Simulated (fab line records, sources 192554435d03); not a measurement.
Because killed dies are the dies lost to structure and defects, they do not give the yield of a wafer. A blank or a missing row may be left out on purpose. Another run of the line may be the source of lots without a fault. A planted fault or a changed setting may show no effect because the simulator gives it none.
Which tool did it? :: flow n5-finfet :: 24 lots, 72 wafers sampled, at 5 steps of a route of 1938

== WHAT THE GAUGES SHOWED, per wafer ==
N5_BEOL_M4_THK_MEAS_01.
lot: L075
measured: day 8 06:23
on: film-metro-02
M4_ILD_THK (nm): 79.1 76.9 79.5

lot: L074
measured: day 8 07:02
on: film-metro-01
M4_ILD_THK (nm): 77.6 78.3 79.1

lot: L076
measured: day 8 11:10
on: film-metro-02
M4_ILD_THK (nm): 79.2 78.2 78.9

lot: L078
measured: day 8 11:39
on: film-metro-01
M4_ILD_THK (nm): 78.8 77.8 78.9

lot: L077
measured: day 8 14:04
on: film-metro-02
M4_ILD_THK (nm): 79.3 80.3 81.1

lot: L079
measured: day 8 21:04
on: film-metro-01
M4_ILD_THK (nm): 78.7 80.3 79.7

lot: L080
measured: day 8 22:38
on: film-metro-02
M4_ILD_THK (nm): 78.9 79.9 80.3

lot: L081
measured: day 9 01:14
on: film-metro-01
M4_ILD_THK (nm): 77.9 78.6 78.8

lot: L082
measured: day 9 09:49
on: film-metro-01
M4_ILD_THK (nm): 79.0 80.5 80.7

lot: L083
measured: day 11 01:39
on: film-metro-01
M4_ILD_THK (nm): 77.1 79.4 79.6

lot: L084
measured: day 11 04:07
on: film-metro-02
M4_ILD_THK (nm): 78.0 78.9 81.0

lot: L085
measured: day 11 21:08
on: film-metro-02
M4_ILD_THK (nm): 77.8 79.9 79.4

lot: L086
measured: day 12 01:25
on: film-metro-02
M4_ILD_THK (nm): 78.7 77.9 78.3

lot: L088
measured: day 12 08:01
on: film-metro-02
M4_ILD_THK (nm): 77.6 78.3 78.6

lot: L087
measured: day 12 08:10
on: film-metro-01
M4_ILD_THK (nm): 77.1 78.2 79.1

lot: L089
measured: day 12 10:39
on: film-metro-01
M4_ILD_THK (nm): 77.6 79.0 80.2

lot: L090
measured: day 12 11:04
on: film-metro-01
M4_ILD_THK (nm): 82.1 79.8 79.0

lot: L091
measured: day 12 12:44
on: film-metro-01
M4_ILD_THK (nm): 77.1 79.1 77.1

lot: L093
measured: day 12 15:16
on: film-metro-02
M4_ILD_THK (nm): 78.4 77.2 79.6

lot: L092
measured: day 12 22:12
on: film-metro-01
M4_ILD_THK (nm): 77.5 79.3 79.6

lot: L095
measured: day 13 02:26
on: film-metro-02
M4_ILD_THK (nm): 78.9 78.2 78.3

lot: L094
measured: day 13 04:49
on: film-metro-02
M4_ILD_THK (nm): 77.4 78.6 78.1

lot: L096
measured: day 14 08:18
on: film-metro-01
M4_ILD_THK (nm): 78.5 79.4 80.4

lot: L097
measured: day 14 19:34
on: film-metro-02
M4_ILD_THK (nm): 78.0 79.0 79.2

N5_BEOL_M4_INSPECT_13: inspects for defects (brightfield).
lot: L075
measured: day 8 07:50
on: defect-inspect-01
raw-defect-count: 397 442 505

lot: L074
measured: day 8 08:11
on: defect-inspect-01
raw-defect-count: 323 268 349

lot: L076
measured: day 8 12:56
on: defect-inspect-01
raw-defect-count: 420 501 500

lot: L078
measured: day 8 13:15
on: defect-inspect-01
raw-defect-count: 368 315 452

lot: L077
measured: day 8 14:59
on: defect-inspect-02
raw-defect-count: 461 586 473

lot: L079
measured: day 8 22:49
on: defect-inspect-01
raw-defect-count: 603 460 551

lot: L080
measured: day 8 23:56
on: defect-inspect-01
raw-defect-count: 622 751 564

lot: L081
measured: day 9 05:47
on: defect-inspect-01
raw-defect-count: 396 374 557

lot: L082
measured: day 9 12:20
on: defect-inspect-02
raw-defect-count: 362 546 505

lot: L083
measured: day 11 03:44
on: defect-inspect-01
raw-defect-count: 332 565 420

lot: L084
measured: day 11 06:28
on: defect-inspect-01
raw-defect-count: 515 449 470

lot: L085
measured: day 11 22:25
on: defect-inspect-01
raw-defect-count: 405 481 506

lot: L086
measured: day 12 04:16
on: defect-inspect-02
raw-defect-count: 524 658 468

lot: L088
measured: day 12 10:36
on: defect-inspect-02
raw-defect-count: 396 432 462

lot: L087
measured: day 12 10:46
on: defect-inspect-01
raw-defect-count: 301 459 458

lot: L089
measured: day 12 11:57
on: defect-inspect-02
raw-defect-count: 487 401 447

lot: L090
measured: day 12 12:11
on: defect-inspect-01
raw-defect-count: 371 422 539

lot: L091
measured: day 12 14:57
on: defect-inspect-01
raw-defect-count: 544 354 498

lot: L093
measured: day 12 15:54
on: defect-inspect-02
raw-defect-count: 460 313 413

lot: L092
measured: day 12 22:51
on: defect-inspect-01
raw-defect-count: 431 448 437

lot: L095
measured: day 13 06:40
on: defect-inspect-02
raw-defect-count: 341 357 417

lot: L094
measured: day 13 06:47
on: defect-inspect-02
raw-defect-count: 463 633 773

lot: L096
measured: day 14 09:53
on: defect-inspect-02
raw-defect-count: 296 299 413

lot: L097
measured: day 14 20:49
on: defect-inspect-01
raw-defect-count: 437 513 446

== TOOL THAT RAN EACH LOT (tool first, then ch and the chambers of the sampled wafers, then the start) ==
lot: L075
N5_BEOL_M3_SPUTTER_88: pvd-sputter-02, day 8 04:20
N5_BEOL_M3_ANNEAL_89: pvd-sputter-02, day 8 04:25
N5_BEOL_M3_CO_CAP_55: cvd-co-01 ch 0,1, day 8 06:04

lot: L074
N5_BEOL_M3_SPUTTER_88: pvd-sputter-01, day 8 04:59
N5_BEOL_M3_ANNEAL_89: pvd-sputter-01, day 8 05:04
N5_BEOL_M3_CO_CAP_55: cvd-co-02 ch 1,2, day 8 06:44

lot: L076
N5_BEOL_M3_SPUTTER_88: pvd-sputter-01, day 8 09:06
N5_BEOL_M3_ANNEAL_89: pvd-sputter-01, day 8 09:11
N5_BEOL_M3_CO_CAP_55: cvd-co-02 ch 0,1,2, day 8 10:51

lot: L078
N5_BEOL_M3_SPUTTER_88: pvd-sputter-03, day 8 09:34
N5_BEOL_M3_ANNEAL_89: pvd-sputter-03, day 8 09:39
N5_BEOL_M3_CO_CAP_55: cvd-co-01 ch 0,2, day 8 11:20

lot: L077
N5_BEOL_M3_SPUTTER_88: pvd-sputter-03, day 8 12:01
N5_BEOL_M3_ANNEAL_89: pvd-sputter-03, day 8 12:05
N5_BEOL_M3_CO_CAP_55: cvd-co-01 ch 1,2, day 8 13:46

lot: L079
N5_BEOL_M3_SPUTTER_88: pvd-sputter-02, day 8 18:44
N5_BEOL_M3_ANNEAL_89: pvd-sputter-02, day 8 18:49
N5_BEOL_M3_CO_CAP_55: cvd-co-01 ch 1,2, day 8 20:44

lot: L080
N5_BEOL_M3_SPUTTER_88: pvd-sputter-02, day 8 20:34
N5_BEOL_M3_ANNEAL_89: pvd-sputter-02, day 8 20:39
N5_BEOL_M3_CO_CAP_55: cvd-co-02 ch 1,2, day 8 22:19

lot: L081
N5_BEOL_M3_SPUTTER_88: pvd-sputter-02, day 8 22:43
N5_BEOL_M3_ANNEAL_89: pvd-sputter-02, day 8 22:47
N5_BEOL_M3_CO_CAP_55: cvd-co-01 ch 0,1, day 9 00:56

lot: L082
N5_BEOL_M3_SPUTTER_88: pvd-sputter-02, day 9 07:29
N5_BEOL_M3_ANNEAL_89: pvd-sputter-02, day 9 07:34
N5_BEOL_M3_CO_CAP_55: cvd-co-02 ch 0,1,2, day 9 09:29

lot: L083
N5_BEOL_M3_SPUTTER_88: pvd-sputter-03, day 10 23:34
N5_BEOL_M3_ANNEAL_89: pvd-sputter-03, day 10 23:38
N5_BEOL_M3_CO_CAP_55: cvd-co-02 ch 1,2, day 11 01:19

lot: L084
N5_BEOL_M3_SPUTTER_88: pvd-sputter-02, day 11 02:01
N5_BEOL_M3_ANNEAL_89: pvd-sputter-02, day 11 02:06
N5_BEOL_M3_CO_CAP_55: cvd-co-02 ch 1,2, day 11 03:49

lot: L085
N5_BEOL_M3_SPUTTER_88: pvd-sputter-01, day 11 19:04
N5_BEOL_M3_ANNEAL_89: pvd-sputter-01, day 11 19:08
N5_BEOL_M3_CO_CAP_55: cvd-co-01 ch 0,1, day 11 20:49

lot: L086
N5_BEOL_M3_SPUTTER_88: pvd-sputter-03, day 11 23:10
N5_BEOL_M3_ANNEAL_89: pvd-sputter-03, day 11 23:15
N5_BEOL_M3_CO_CAP_55: cvd-co-01 ch 0,1, day 12 00:55

lot: L088
N5_BEOL_M3_SPUTTER_88: pvd-sputter-03, day 12 03:01
N5_BEOL_M3_ANNEAL_89: pvd-sputter-03, day 12 03:05
N5_BEOL_M3_CO_CAP_55: cvd-co-02 ch 0,2, day 12 07:42

lot: L087
N5_BEOL_M3_SPUTTER_88: pvd-sputter-03, day 12 05:15
N5_BEOL_M3_ANNEAL_89: pvd-sputter-03, day 12 05:20
N5_BEOL_M3_CO_CAP_55: cvd-co-01 ch 0,1,2, day 12 07:50

lot: L089
N5_BEOL_M3_SPUTTER_88: pvd-sputter-01, day 12 08:35
N5_BEOL_M3_ANNEAL_89: pvd-sputter-01, day 12 08:40
N5_BEOL_M3_CO_CAP_55: cvd-co-02 ch 0,1, day 12 10:20

lot: L090
N5_BEOL_M3_SPUTTER_88: pvd-sputter-03, day 12 08:56
N5_BEOL_M3_ANNEAL_89: pvd-sputter-03, day 12 09:01
N5_BEOL_M3_CO_CAP_55: cvd-co-01 ch 0,1,2, day 12 10:47

lot: L091
N5_BEOL_M3_SPUTTER_88: pvd-sputter-01, day 12 10:31
N5_BEOL_M3_ANNEAL_89: pvd-sputter-01, day 12 10:35
N5_BEOL_M3_CO_CAP_55: cvd-co-02 ch 0,1,2, day 12 12:26

lot: L093
N5_BEOL_M3_SPUTTER_88: pvd-sputter-01, day 12 13:12
N5_BEOL_M3_ANNEAL_89: pvd-sputter-01, day 12 13:17
N5_BEOL_M3_CO_CAP_55: cvd-co-01 ch 1,2, day 12 14:56

lot: L092
N5_BEOL_M3_SPUTTER_88: pvd-sputter-03, day 12 20:07
N5_BEOL_M3_ANNEAL_89: pvd-sputter-03, day 12 20:11
N5_BEOL_M3_CO_CAP_55: cvd-co-01 ch 0,1,2, day 12 21:53

lot: L095
N5_BEOL_M3_SPUTTER_88: pvd-sputter-02, day 13 00:21
N5_BEOL_M3_ANNEAL_89: pvd-sputter-02, day 13 00:26
N5_BEOL_M3_CO_CAP_55: cvd-co-01 ch 0,1, day 13 02:06

lot: L094
N5_BEOL_M3_SPUTTER_88: pvd-sputter-01, day 13 02:46
N5_BEOL_M3_ANNEAL_89: pvd-sputter-01, day 13 02:51
N5_BEOL_M3_CO_CAP_55: cvd-co-02 ch 0,1,2, day 13 04:31

lot: L096
N5_BEOL_M3_SPUTTER_88: pvd-sputter-02, day 14 06:14
N5_BEOL_M3_ANNEAL_89: pvd-sputter-02, day 14 06:19
N5_BEOL_M3_CO_CAP_55: cvd-co-02 ch 0,2, day 14 07:59

lot: L097
N5_BEOL_M3_SPUTTER_88: pvd-sputter-01, day 14 17:30
N5_BEOL_M3_ANNEAL_89: pvd-sputter-01, day 14 17:35
N5_BEOL_M3_CO_CAP_55: cvd-co-02 ch 0,1, day 14 19:14
- N5_BEOL_M3_SPUTTER_88: material Cu, target thk 4.5 nm, time 8.29 s.
- N5_BEOL_M3_ANNEAL_89: time 240 s.
- N5_BEOL_M3_CO_CAP_55: material Co, precursor CCTBA/H2, target thk 2 nm, time 102.1 s.

== AS READ BY THE TOOLS THEMSELVES (means over the sampled wafers that have a number; for cases with no such wafer, the mark the record gives instead) ==
N5_BEOL_M3_SPUTTER_88.
lot: L075
tool: pvd-sputter-02
chuck-gas-flow-sccm (sccm): 1.24
susceptor-temp-C (C): -19.91
throttle-valve-pct (%): 29.5

lot: L074
tool: pvd-sputter-01
chuck-gas-flow-sccm (sccm): 1.30
susceptor-temp-C (C): -19.97
throttle-valve-pct (%): 31.2

lot: L076
tool: pvd-sputter-01
chuck-gas-flow-sccm (sccm): 1.31
susceptor-temp-C (C): -19.98
throttle-valve-pct (%): 31.2

lot: L078
tool: pvd-sputter-03
chuck-gas-flow-sccm (sccm): 1.32
susceptor-temp-C (C): -19.96
throttle-valve-pct (%): 29.8

lot: L077
tool: pvd-sputter-03
chuck-gas-flow-sccm (sccm): 1.25
susceptor-temp-C (C): -20.04
throttle-valve-pct (%): 30.7

lot: L079
tool: pvd-sputter-02
chuck-gas-flow-sccm (sccm): 1.25
susceptor-temp-C (C): -20.03
throttle-valve-pct (%): 29.9

lot: L080
tool: pvd-sputter-02
chuck-gas-flow-sccm (sccm): 1.24
susceptor-temp-C (C): -19.99
throttle-valve-pct (%): 30.0

lot: L081
tool: pvd-sputter-02
chuck-gas-flow-sccm (sccm): 1.27
susceptor-temp-C (C): -19.97
throttle-valve-pct (%): 29.9

lot: L082
tool: pvd-sputter-02
chuck-gas-flow-sccm (sccm): 1.28
susceptor-temp-C (C): -19.99
throttle-valve-pct (%): 30.1

lot: L083
tool: pvd-sputter-03
chuck-gas-flow-sccm (sccm): 1.28
susceptor-temp-C (C): -20.02
throttle-valve-pct (%): 29.5

lot: L084
tool: pvd-sputter-02
chuck-gas-flow-sccm (sccm): 1.28
susceptor-temp-C (C): -19.98
throttle-valve-pct (%): 29.6

lot: L085
tool: pvd-sputter-01
chuck-gas-flow-sccm (sccm): 1.31
susceptor-temp-C (C): -20.01
throttle-valve-pct (%): 31.0

lot: L086
tool: pvd-sputter-03
chuck-gas-flow-sccm (sccm): 1.29
susceptor-temp-C (C): -20.00
throttle-valve-pct (%): 30.1

lot: L088
tool: pvd-sputter-03
chuck-gas-flow-sccm (sccm): 1.31
susceptor-temp-C (C): -20.00
throttle-valve-pct (%): 30.3

lot: L087
tool: pvd-sputter-03
chuck-gas-flow-sccm (sccm): 1.25
susceptor-temp-C (C): -20.01
throttle-valve-pct (%): 29.4

lot: L089
tool: pvd-sputter-01
chuck-gas-flow-sccm (sccm): 1.20
susceptor-temp-C (C): -19.90
throttle-valve-pct (%): 31.7

lot: L090
tool: pvd-sputter-03
chuck-gas-flow-sccm (sccm): 1.25
susceptor-temp-C (C): -20.09
throttle-valve-pct (%): 30.2

lot: L091
tool: pvd-sputter-01
chuck-gas-flow-sccm (sccm): 1.30
susceptor-temp-C (C): -20.01
throttle-valve-pct (%): 31.1

lot: L093
tool: pvd-sputter-01
chuck-gas-flow-sccm (sccm): 1.31
susceptor-temp-C (C): -19.93
throttle-valve-pct (%): 32.0

lot: L092
tool: pvd-sputter-03
chuck-gas-flow-sccm (sccm): 1.29
susceptor-temp-C (C): -20.07
throttle-valve-pct (%): 30.1

lot: L095
tool: pvd-sputter-02
chuck-gas-flow-sccm (sccm): 1.28
susceptor-temp-C (C): -20.03
throttle-valve-pct (%): 30.0

lot: L094
tool: pvd-sputter-01
chuck-gas-flow-sccm (sccm): 1.28
susceptor-temp-C (C): -19.96
throttle-valve-pct (%): 31.4

lot: L096
tool: pvd-sputter-02
chuck-gas-flow-sccm (sccm): 1.25
susceptor-temp-C (C): -19.92
throttle-valve-pct (%): 29.9

lot: L097
tool: pvd-sputter-01
chuck-gas-flow-sccm (sccm): 1.28
susceptor-temp-C (C): -20.01
throttle-valve-pct (%): 31.8

N5_BEOL_M3_ANNEAL_89.
lot: L075
tool: pvd-sputter-02
heater-power-w (W): 912
susceptor-temp-C (C): 399.74

lot: L074
tool: pvd-sputter-01
heater-power-w (W): 819
susceptor-temp-C (C): 399.83

lot: L076
tool: pvd-sputter-01
heater-power-w (W): 815
susceptor-temp-C (C): 400.03

lot: L078
tool: pvd-sputter-03
heater-power-w (W): 849
susceptor-temp-C (C): 399.78

lot: L077
tool: pvd-sputter-03
heater-power-w (W): 810
susceptor-temp-C (C): 400.04

lot: L079
tool: pvd-sputter-02
heater-power-w (W): 862
susceptor-temp-C (C): 400.04

lot: L080
tool: pvd-sputter-02
heater-power-w (W): 880
susceptor-temp-C (C): 399.95

lot: L081
tool: pvd-sputter-02
heater-power-w (W): 869
susceptor-temp-C (C): 400.08

lot: L082
tool: pvd-sputter-02
heater-power-w (W): 826
susceptor-temp-C (C): 400.11

lot: L083
tool: pvd-sputter-03
heater-power-w (W): 825
susceptor-temp-C (C): 399.75

lot: L084
tool: pvd-sputter-02
heater-power-w (W): 923
susceptor-temp-C (C): 400.08

lot: L085
tool: pvd-sputter-01
heater-power-w (W): 831
susceptor-temp-C (C): 399.85

lot: L086
tool: pvd-sputter-03
heater-power-w (W): 790
susceptor-temp-C (C): 399.84

lot: L088
tool: pvd-sputter-03
heater-power-w (W): 823
susceptor-temp-C (C): 400.03

lot: L087
tool: pvd-sputter-03
heater-power-w (W): 838
susceptor-temp-C (C): 399.98

lot: L089
tool: pvd-sputter-01
heater-power-w (W): 782
susceptor-temp-C (C): 399.97

lot: L090
tool: pvd-sputter-03
heater-power-w (W): 788
susceptor-temp-C (C): 400.07

lot: L091
tool: pvd-sputter-01
heater-power-w (W): 827
susceptor-temp-C (C): 399.97

lot: L093
tool: pvd-sputter-01
heater-power-w (W): 742
susceptor-temp-C (C): 400.16

lot: L092
tool: pvd-sputter-03
heater-power-w (W): 853
susceptor-temp-C (C): 399.93

lot: L095
tool: pvd-sputter-02
heater-power-w (W): 871
susceptor-temp-C (C): 399.94

lot: L094
tool: pvd-sputter-01
heater-power-w (W): 758
susceptor-temp-C (C): 399.94

lot: L096
tool: pvd-sputter-02
heater-power-w (W): 866
susceptor-temp-C (C): 399.93

lot: L097
tool: pvd-sputter-01
heater-power-w (W): 796
susceptor-temp-C (C): 399.95

N5_BEOL_M3_CO_CAP_55.
lot: L075
tool: cvd-co-01
heater-power-w (W): 226
susceptor-temp-C (C): 200.30

lot: L074
tool: cvd-co-02
heater-power-w (W): 241
susceptor-temp-C (C): 200.13

lot: L076
tool: cvd-co-02
heater-power-w (W): 226
susceptor-temp-C (C): 200.03

lot: L078
tool: cvd-co-01
heater-power-w (W): 257
susceptor-temp-C (C): 200.10

lot: L077
tool: cvd-co-01
heater-power-w (W): 257
susceptor-temp-C (C): 199.99

lot: L079
tool: cvd-co-01
heater-power-w (W): 239
susceptor-temp-C (C): 199.94

lot: L080
tool: cvd-co-02
heater-power-w (W): 254
susceptor-temp-C (C): 200.06

lot: L081
tool: cvd-co-01
heater-power-w (W): 227
susceptor-temp-C (C): 199.92

lot: L082
tool: cvd-co-02
heater-power-w (W): 227
susceptor-temp-C (C): 200.00

lot: L083
tool: cvd-co-02
heater-power-w (W): 241
susceptor-temp-C (C): 200.06

lot: L084
tool: cvd-co-02
heater-power-w (W): 260
susceptor-temp-C (C): 200.02

lot: L085
tool: cvd-co-01
heater-power-w (W): 231
susceptor-temp-C (C): 200.04

lot: L086
tool: cvd-co-01
heater-power-w (W): 229
susceptor-temp-C (C): 200.01

lot: L088
tool: cvd-co-02
heater-power-w (W): 199
susceptor-temp-C (C): 200.07

lot: L087
tool: cvd-co-01
heater-power-w (W): 242
susceptor-temp-C (C): 199.98

lot: L089
tool: cvd-co-02
heater-power-w (W): 241
susceptor-temp-C (C): 200.04

lot: L090
tool: cvd-co-01
heater-power-w (W): 246
susceptor-temp-C (C): 199.97

lot: L091
tool: cvd-co-02
heater-power-w (W): 230
susceptor-temp-C (C): 200.00

lot: L093
tool: cvd-co-01
heater-power-w (W): 263
susceptor-temp-C (C): 199.80

lot: L092
tool: cvd-co-01
heater-power-w (W): 240
susceptor-temp-C (C): 199.92

lot: L095
tool: cvd-co-01
heater-power-w (W): 226
susceptor-temp-C (C): 200.04

lot: L094
tool: cvd-co-02
heater-power-w (W): 229
susceptor-temp-C (C): 200.09

lot: L096
tool: cvd-co-02
heater-power-w (W): 216
susceptor-temp-C (C): 200.05

lot: L097
tool: cvd-co-02
heater-power-w (W): 242
susceptor-temp-C (C): 199.84

== THE ANSWER, worked out from the rows above alone ==
Rule: the lots themselves supply what counts as usual. Put in order of their means at a reading, lots are off if they are a third of the lots or fewer, leave a main group of 4 or more, and stand apart from it by a gap of 3 or more times the standard deviation of the main group's means; of several such gaps the widest counts. Not used: any main group whose means are identical at the precision the tables above print for the reading. Also off: a lot with no number at a reading for which 4 or more lots have one. Where the step has rows for the other lots, those lots are counted as sound. After the gauges, taken in route order, come the tools' own readings; for these a lot's mean is taken, as printed above. The first step at which some lot is off is used, and at that step the reading that is off furthest; a lot without a number counts as furthest.
No lot is off at any reading shown: from this, nothing can be told.

== WHAT HAD BEEN PUT IN BY THE SIMULATOR ==
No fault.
